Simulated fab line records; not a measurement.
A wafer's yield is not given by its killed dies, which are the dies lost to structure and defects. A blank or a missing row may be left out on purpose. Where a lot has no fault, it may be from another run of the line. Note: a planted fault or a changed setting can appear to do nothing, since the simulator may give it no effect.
Matching of chambers -- flow nandHarc -- aldHk-04 running NHARC_A_STAIRCASE_ALD_420: 4 sister chambers
The step deposits SiO2, target thk 20 nm, pulse time 6 s, ald cycles 200. 4 wafers are shown with their chamber, then 9 later ones without.

== EACH WAFER AND ITS CHAMBER ==
wafer,chamber,heaterPowerW (W)
L084.5,0,386
L088.1,3,413
L088.4,2,426
L088.5,1,493

== WAFERS WHOSE CHAMBER IS MISSING ==
wafer,heaterPowerW (W)
L091.2,504
L091.4,433
L091.5,511
L095.2,515
L095.3,418
L095.6,520
L096.2,426
L096.3,512
L096.5,444

== WHICH CHAMBER EACH WENT THROUGH ==
wafer,from the rows above,in truth
L091.2,1,1
L091.4,can't be placed: 2 or 3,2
L091.5,1,1
L095.2,1,1
L095.3,can't be placed: 3 or 2 or 0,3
L095.6,1,1
L096.2,can't be placed: 2 or 3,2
L096.3,1,1
L096.5,can't be placed: 2 or 3 or 1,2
Correct placement for 5 of the 9. Unplaceable from these rows: 4, with the true chamber sitting among the candidates in 4. Wrongly placed: 0.
How it was worked out, from the rows above alone: a wafer's distance from a chamber is the root of the sum, over the readings, of the square of ((its reading less the chamber's mean) divided by the reading's scatter). The wafer belongs to the nearest chamber; if the next one is less than 2 further off, it can't be placed. A chamber's mean is the mean of its shown wafers. The scatter: root of mean squared gap, hidden wafer to nearest shown wafer, with one shown wafer a chamber.
